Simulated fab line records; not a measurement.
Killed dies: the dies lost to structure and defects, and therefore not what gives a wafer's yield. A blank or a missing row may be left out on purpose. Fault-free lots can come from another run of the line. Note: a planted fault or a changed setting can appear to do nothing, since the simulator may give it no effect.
fab line records	flow n5_finfet	part 2 of 2: steps 5 to 6 of 6
record lots=24	wafers=72	last_day=17
route steps=1938 shown BEOL_M10@1502 BEOL_M11@1553
lots untouched by any fault: they come from a run of this same line in which no faults occurred
start_h: hours from the record's first day to the start of the lot's first wafer shown	wait_h: how many hours have passed since the lot's step before this one	" the same as in the row above	L1.1+2: one row covering several wafers at once	- no value present, or no start provided	* or withheld: withheld	< > ~ a bound
route shown NAME@n: NAME is a module with steps in the file, n the number in the route of the first one	usual: mean/standard deviation of fault-free wafers	same: alike in all rows	chamber/n: place in a boat	sites: the reading at each site	_std_site: standard deviation of those values	_edge_site: the outer-site mean with the inner-site mean subtracted	radius_mm: how far each site lies from the wafer's centre	mask NAME#n: copy n	behind: the last tool/chamber to shape the wafer	hold: the reason the lot was held/the length of the hold in hours/how it ended	device: the n, p or np transistor that did not switch	end of line: the tests these same wafers got at the end of their route	for a step that has no rows: nothing shown but its recipe	killed: count of dies lost to structure and defects at first sort (not the wafer's yield)	map: per-die view of a wafer (x killed, . not killed, _ where there is no die)
set.NAME: the run value of the setting; set.NAME@STEP: its run value at that earlier step	model.NAME: the simulator's own value behind a step, which no gauge read
the route's steps for a sample of lots (tables are steps, rows are wafers)
services: from which hour (start_h, from the record's first day; less than 0 if before it) a tool's chamber was out of use, for how many hours, and why
## steps
# step N5_BEOL_M11_ETCH_65
# recipe chemistry=CF4	target=SiARC	target_depth_a=390	mask_material=CAR-ArF	time_s=65	ion_energy_ev=80	pressure_mtorr=40	source_w=545	bias_w=36	Ar_flow_sccm=100	cf4_flow_sccm=100	ends=cleared
# usual drypump_motor_current_A=5.6/0.5	etch_rf_on_time_s=65.5/1.2	mfc_ar_sccm=100.0/0.31	oes_product_au=0.63/0.051	rf_vpp_V=184.2/1.3	showerhead_plenum_p_Torr=2.16/0.083	throttle_valve_pct=15.75/0.21
lot.wafer	tool	chamber	start_h	wait_h	drypump_motor_current_A	etch_rf_on_time_s	mfc_ar_sccm	oes_product_au	rf_hours_counter_h	rf_vpp_V	showerhead_plenum_p_Torr	throttle_valve_pct
L074.1	rie_diel-03	3	229.66	0.0	5.8	65.7	100.2	0.65	121	184.2	2.23	15.66
L074.2	"	2	"	"	6.4	65.3	100.1	0.62	170	185.0	2.22	15.51
L074.4	"	0	"	"	5.3	64.7	100.2	0.63	189	184.0	2.14	16.00
L075.1	rie_diel-02	0	236.63	0.0	5.3	65.1	100.5	0.61	185	182.8	2.13	15.84
L075.3	"	1	"	"	4.9	65.5	100.0	0.60	218	183.7	2.04	15.40
L075.4	"	2	"	"	6.1	63.5	100.2	0.67	126	181.3	1.98	15.91
L076.2	rie_diel-02	0	252.24	0.0	5.3	66.9	100.1	0.61	190	185.7	2.13	15.88
L076.3	"	1	"	"	4.9	66.2	100.1	0.59	224	181.9	2.04	15.41
L076.5	"	2	"	"	6.1	64.7	99.7	0.65	-	182.9	1.98	15.93
L077.2	rie_diel-02	2	259.64	0.0	6.1	64.6	99.9	0.64	134	181.1	1.98	15.94
L077.5	"	0	"	"	5.3	66.4	100.1	0.61	-	184.5	2.13	15.87
L077.6	"	3	"	"	5.6	64.7	100.0	0.71	-	184.5	2.25	15.57
L080.3	rie_diel-03	0	259.82	0.0	5.3	64.6	100.1	0.62	199	183.2	2.14	16.01
L080.4	"	3	"	"	5.8	66.6	100.1	0.63	131	186.0	2.23	15.68
L080.5	"	2	"	"	6.4	67.0	100.2	0.61	-	184.8	2.22	15.51
L079.1	rie_diel-01	0	260.11	0.0	6.1	67.0	100.5	0.59	212	186.3	2.21	15.82
L079.3	"	1	"	"	5.8	66.4	100.1	0.71	62	185.5	2.25	15.75
L079.4	"	3	"	"	5.2	62.8	99.8	0.64	180	184.0	2.13	15.84
L081.1	rie_diel-03	3	265.11	0.0	5.8	66.6	100.2	0.63	133	184.8	2.23	15.69
L081.5	"	2	"	"	6.4	66.4	99.8	0.61	-	183.8	2.21	15.49
L081.6	"	3	"	"	5.8	66.8	99.9	0.63	-	186.5	2.23	15.71
L078.1	rie_diel-03	3	266.54	0.0	5.9	65.4	100.3	0.64	133	185.7	2.23	15.69
L078.5	"	1	"	"	5.2	65.4	99.7	0.61	-	184.3	2.13	15.89
L078.6	"	2	"	"	6.5	65.6	99.5	0.62	-	184.8	2.21	15.52
L082.3	rie_diel-02	1	274.06	0.0	4.9	67.0	100.5	0.58	231	182.2	2.03	15.42
L082.4	"	2	"	"	6.1	65.1	100.3	0.64	140	181.1	1.98	15.95
L082.6	"	3	"	"	5.6	65.2	99.5	0.71	-	185.5	2.25	15.58
L083.2	rie_diel-02	0	282.16	0.0	5.3	66.3	99.7	0.61	200	183.3	2.12	15.90
L083.4	"	2	"	"	6.1	64.9	99.8	0.64	142	180.6	1.98	15.94
L083.5	"	1	"	"	4.9	67.6	99.7	0.58	-	182.7	2.03	15.43
L084.2	rie_diel-01	1	289.66	0.0	5.8	66.3	100.2	0.69	69	184.0	2.25	15.77
L084.5	"	2	"	"	4.8	62.7	99.8	0.75	-	185.9	2.25	15.48
L084.6	"	3	"	"	5.2	62.7	100.1	0.64	-	183.1	2.13	15.88
L085.2	rie_diel-03	0	305.28	0.0	5.3	64.7	100.2	0.61	212	184.5	2.13	16.03
L085.3	"	1	"	"	5.2	66.6	100.6	0.60	191	185.0	2.13	15.90
L085.4	"	2	"	"	6.4	66.0	100.6	0.61	193	185.2	2.21	15.53
L087.4	rie_diel-03	0	308.53	0.0	5.3	64.6	99.1	0.61	214	184.9	2.13	16.05
L087.5	"	3	"	"	5.8	66.2	99.9	0.63	-	184.9	2.22	15.72
L087.6	"	2	"	"	6.4	65.8	100.5	0.61	-	185.4	2.21	15.56
L089.1	rie_diel-01	2	315.99	0.0	4.8	62.6	99.7	0.74	57	186.9	2.25	15.49
L089.3	"	0	"	"	6.2	66.2	99.8	0.59	227	185.0	2.21	15.86
L089.4	"	3	"	"	5.2	62.6	100.1	0.63	195	184.6	2.12	15.90
L086.1	rie_diel-03	2	316.00	0.0	6.4	66.7	99.4	0.60	196	184.4	2.21	15.56
L086.3	"	3	"	"	5.9	66.4	100.1	0.63	148	185.1	2.22	15.72
L086.4	"	0	"	"	5.3	64.8	100.1	0.61	216	183.5	2.13	16.04
L091.2	rie_diel-03	3	319.43	0.0	5.8	66.6	99.9	0.63	150	184.7	2.22	15.73
L091.3	"	2	"	"	6.4	65.7	99.6	0.61	197	187.4	2.21	15.54
L091.5	"	2	"	"	6.4	66.2	99.4	0.61	-	185.3	2.21	15.55
L090.1	rie_diel-02	0	321.79	0.0	5.3	66.6	100.7	0.59	214	183.2	2.12	15.90
L090.4	"	3	"	"	5.6	65.1	100.1	0.69	99	184.6	2.25	15.62
L090.6	"	0	"	"	5.3	65.5	100.0	0.60	-	184.0	2.12	15.91
L088.3	rie_diel-03	2	324.00	0.0	6.5	65.6	99.9	0.61	198	184.1	2.21	15.54
L088.5	"	0	"	"	5.3	64.0	100.4	0.61	-	183.7	2.13	16.06
L088.6	"	1	"	"	5.2	65.4	100.0	0.60	-	183.1	2.13	15.91
L093.3	rie_diel-02	0	329.11	0.0	5.3	65.8	100.1	0.61	215	184.5	2.12	15.89
L093.4	"	2	"	"	6.1	64.5	99.9	0.64	156	181.9	1.98	15.98
L093.5	"	3	"	"	5.6	65.6	99.9	0.69	-	186.2	2.25	15.60
L092.4	rie_diel-03	2	350.48	0.0	6.5	65.9	99.8	0.59	-	184.4	2.21	15.58
L092.5	"	3	"	"	5.8	66.5	99.8	0.61	-	184.7	2.22	15.74
L092.6	"	0	"	"	5.3	63.8	99.9	0.60	-	183.8	2.13	16.08
L094.1	rie_diel-02	3	351.78	0.0	5.6	65.5	100.1	0.68	110	184.3	2.24	15.63
L094.4	"	2	"	"	6.1	64.2	99.9	0.63	-	181.2	1.97	15.99
L094.6	"	3	"	"	5.6	64.9	100.5	0.68	-	185.5	2.24	15.62
L096.1	rie_diel-01	1	371.96	0.0	5.8	66.3	100.3	0.67	90	185.2	2.24	15.81
L096.3	"	3	"	"	5.2	62.5	100.5	0.62	206	183.6	2.12	15.91
L096.5	"	3	"	"	5.2	63.1	100.1	0.62	-	183.0	2.12	15.91
L095.1	rie_diel-03	2	374.36	0.0	6.4	66.2	100.6	0.59	218	184.9	2.20	15.62
L095.3	"	3	"	"	5.9	67.0	99.8	0.61	165	184.4	2.22	15.75
L095.4	"	1	"	"	5.2	65.6	99.8	0.59	209	182.1	2.12	15.95
L097.3	rie_diel-02	0	374.40	0.0	5.3	66.0	99.1	0.59	234	182.3	2.11	15.98
L097.4	"	2	"	"	6.1	65.3	99.4	0.61	175	183.0	1.97	16.02
L097.6	"	1	"	"	4.9	63.2	100.2	0.85	-	186.4	2.28	15.00
# step N5_BEOL_M11_STRIP_36
# recipe chemistry=N2/H2	power_w=450	temp_c=40	pressure_mtorr=20	rf_frequency_hz=6e+07	overash_fraction=0.3	bias_power_w=7	h2_frac=0.5	n2_flow_sccm=200	h2_flow_sccm=200
# usual drypump_motor_current_A=5.6/0.5	oes_product_au=0.74/0.056	rf_vpp_V=59.5/1.7	showerhead_plenum_p_Torr=2.56/0.11	temp_c=40.01/0.11	throttle_valve_pct=23.77/0.28
lot.wafer	tool	chamber	start_h	wait_h	drypump_motor_current_A	oes_product_au	rf_hours_counter_h	rf_vpp_V	showerhead_plenum_p_Torr	temp_c	throttle_valve_pct
L074.1	rie_diel-03	3	229.90	0.0	5.8	0.78	122	59.1	2.66	40.16	23.74
L074.2	"	2	"	"	6.4	0.73	171	60.2	2.65	39.91	23.59
L074.4	"	0	"	"	5.3	0.74	189	61.8	2.51	39.96	23.64
L075.1	rie_diel-02	0	236.87	0.0	5.3	0.72	185	57.1	2.54	40.11	24.15
L075.3	"	1	"	"	4.9	0.69	218	60.2	2.40	40.03	23.18
L075.4	"	2	"	"	6.1	0.78	126	58.3	2.33	40.06	23.92
L076.2	rie_diel-02	0	252.48	0.0	5.3	0.73	191	57.2	2.54	39.98	24.15
L076.3	"	1	"	"	4.9	0.68	224	55.6	2.39	40.26	23.18
L076.5	"	2	"	"	6.1	0.76	-	61.4	2.33	40.04	23.89
L077.2	rie_diel-02	2	259.88	0.0	6.1	0.76	135	58.3	2.33	39.85	23.91
L077.5	"	0	"	"	5.3	0.72	-	59.5	2.54	40.03	24.16
L077.6	"	3	"	"	5.6	0.81	-	59.1	2.66	39.98	23.38
L080.3	rie_diel-03	0	260.05	0.0	5.3	0.72	199	60.9	2.51	40.11	23.64
L080.4	"	3	"	"	5.9	0.75	131	60.5	2.66	40.08	23.76
L080.5	"	2	"	"	6.5	0.71	-	60.6	2.64	40.19	23.61
L079.1	rie_diel-01	0	260.35	0.0	6.2	0.68	212	62.3	2.63	40.08	23.87
L079.3	"	1	"	"	5.8	0.82	62	59.7	2.70	40.02	24.10
L079.4	"	3	"	"	5.2	0.75	180	59.6	2.52	39.98	23.85
L081.1	rie_diel-03	3	265.34	0.0	5.9	0.74	133	60.5	2.66	39.86	23.78
L081.5	"	2	"	"	6.5	0.73	-	59.1	2.64	40.03	23.57
L081.6	"	3	"	"	5.9	0.73	-	58.4	2.66	40.00	23.77
L078.1	rie_diel-03	3	266.78	0.0	5.8	0.74	133	58.2	2.66	39.82	23.78
L078.5	"	1	"	"	5.2	0.71	-	59.1	2.52	40.05	24.04
L078.6	"	2	"	"	6.5	0.72	-	59.4	2.64	40.11	23.58
L082.3	rie_diel-02	1	274.29	0.0	4.9	0.68	231	59.3	2.39	40.21	23.18
L082.4	"	2	"	"	6.0	0.77	140	54.5	2.32	40.06	23.93
L082.6	"	3	"	"	5.6	0.81	-	60.0	2.66	39.86	23.44
L083.2	rie_diel-02	0	282.39	0.0	5.3	0.71	200	59.4	2.53	39.91	24.21
L083.4	"	2	"	"	6.1	0.76	143	59.5	2.32	39.91	23.87
L083.5	"	1	"	"	4.9	0.68	-	58.6	2.39	40.11	23.18
L084.2	rie_diel-01	1	289.90	0.0	5.8	0.82	70	62.0	2.69	40.08	24.09
L084.5	"	2	"	"	4.8	0.87	-	56.7	2.69	39.93	23.60
L084.6	"	3	"	"	5.2	0.75	-	57.4	2.52	40.17	23.82
L085.2	rie_diel-03	0	305.52	0.0	5.3	0.71	212	60.4	2.50	39.97	23.67
L085.3	"	1	"	"	5.2	0.71	191	57.3	2.51	40.11	24.06
L085.4	"	2	"	"	6.5	0.72	193	63.1	2.64	40.09	23.61
L087.4	rie_diel-03	0	308.76	0.0	5.3	0.72	214	60.2	2.50	40.00	23.68
L087.5	"	3	"	"	5.9	0.74	-	60.5	2.65	40.19	23.76
L087.6	"	2	"	"	6.4	0.71	-	58.2	2.64	39.96	23.61
L089.1	rie_diel-01	2	316.23	0.0	4.8	0.87	57	60.7	2.69	39.91	23.64
L089.3	"	0	"	"	6.2	0.68	228	58.6	2.62	40.13	23.94
L089.4	"	3	"	"	5.2	0.73	195	57.2	2.52	39.83	23.85
L086.1	rie_diel-03	2	316.24	0.0	6.5	0.70	196	59.3	2.63	39.90	23.60
L086.3	"	3	"	"	5.8	0.74	148	60.3	2.65	39.96	23.80
L086.4	"	0	"	"	5.3	0.72	216	58.9	2.50	40.07	23.67
L091.2	rie_diel-03	3	319.67	0.0	5.8	0.73	150	56.9	2.65	40.18	23.79
L091.3	"	2	"	"	6.5	0.71	197	59.4	2.63	40.14	23.64
L091.5	"	2	"	"	6.5	0.72	-	60.1	2.63	40.00	23.62
L090.1	rie_diel-02	0	322.02	0.0	5.3	0.71	214	58.6	2.53	40.01	24.23
L090.4	"	3	"	"	5.6	0.79	99	61.0	2.65	39.94	23.49
L090.6	"	0	"	"	5.3	0.70	-	60.6	2.53	39.98	24.19
L088.3	rie_diel-03	2	324.24	0.0	6.5	0.72	198	61.2	2.63	39.95	23.60
L088.5	"	0	"	"	5.3	0.71	-	55.7	2.50	39.94	23.68
L088.6	"	1	"	"	5.2	0.69	-	60.9	2.51	39.95	24.04
L093.3	rie_diel-02	0	329.34	0.0	5.3	0.71	215	61.5	2.53	39.90	24.20
L093.4	"	2	"	"	6.1	0.74	156	59.3	2.32	39.95	23.93
L093.5	"	3	"	"	5.7	0.82	-	61.9	2.65	39.88	23.46
L092.4	rie_diel-03	2	350.71	0.0	6.4	0.70	-	59.6	2.63	40.02	23.62
L092.5	"	3	"	"	5.8	0.72	-	58.3	2.65	39.94	23.82
L092.6	"	0	"	"	5.3	0.70	-	60.2	2.49	40.12	23.69
L094.1	rie_diel-02	3	352.01	0.0	5.6	0.79	110	56.8	2.65	40.17	23.46
L094.4	"	2	"	"	6.1	0.73	-	59.4	2.31	39.88	23.97
L094.6	"	3	"	"	5.6	0.80	-	59.7	2.65	40.03	23.49
L096.1	rie_diel-01	1	372.20	0.0	5.8	0.78	90	58.2	2.69	39.94	24.19
L096.3	"	3	"	"	5.2	0.73	207	59.7	2.51	40.02	23.92
L096.5	"	3	"	"	5.2	0.73	-	60.0	2.51	39.86	23.91
L095.1	rie_diel-03	2	374.59	0.0	6.5	0.71	218	58.4	2.63	39.86	23.65
L095.3	"	3	"	"	5.8	0.72	165	59.2	2.64	40.04	23.85
L095.4	"	1	"	"	5.2	0.69	209	58.6	2.50	40.24	24.02
L097.3	rie_diel-02	0	374.64	0.0	5.3	0.68	235	57.7	2.52	40.09	24.19
L097.4	"	2	"	"	6.0	0.72	175	60.1	2.31	40.19	23.98
L097.6	"	1	"	"	4.9	0.96	-	62.8	2.70	39.80	23.03
## services
tool	chamber	start_h	hours	kind
rie_diel-03	0	215.28	6.4	repair
rie_diel-01	-	250.99	1.8	repair
rie_diel-02	2	286.38	3.2	repair
rie_diel-03	3	322.36	15.4	repair
rie_diel-02	1	334.87	-	clean
rie_diel-02	1	334.87	-	consumable_replace:focus_ring
rie_diel-02	1	334.87	-	consumable_replace:showerhead
rie_diel-02	1	334.87	27.6	scheduled_down
rie_diel-02	1	334.87	27.6	vent_cycle
rie_diel-03	1	337.77	14.5	repair
rie_diel-01	-	341.60	14.6	pm
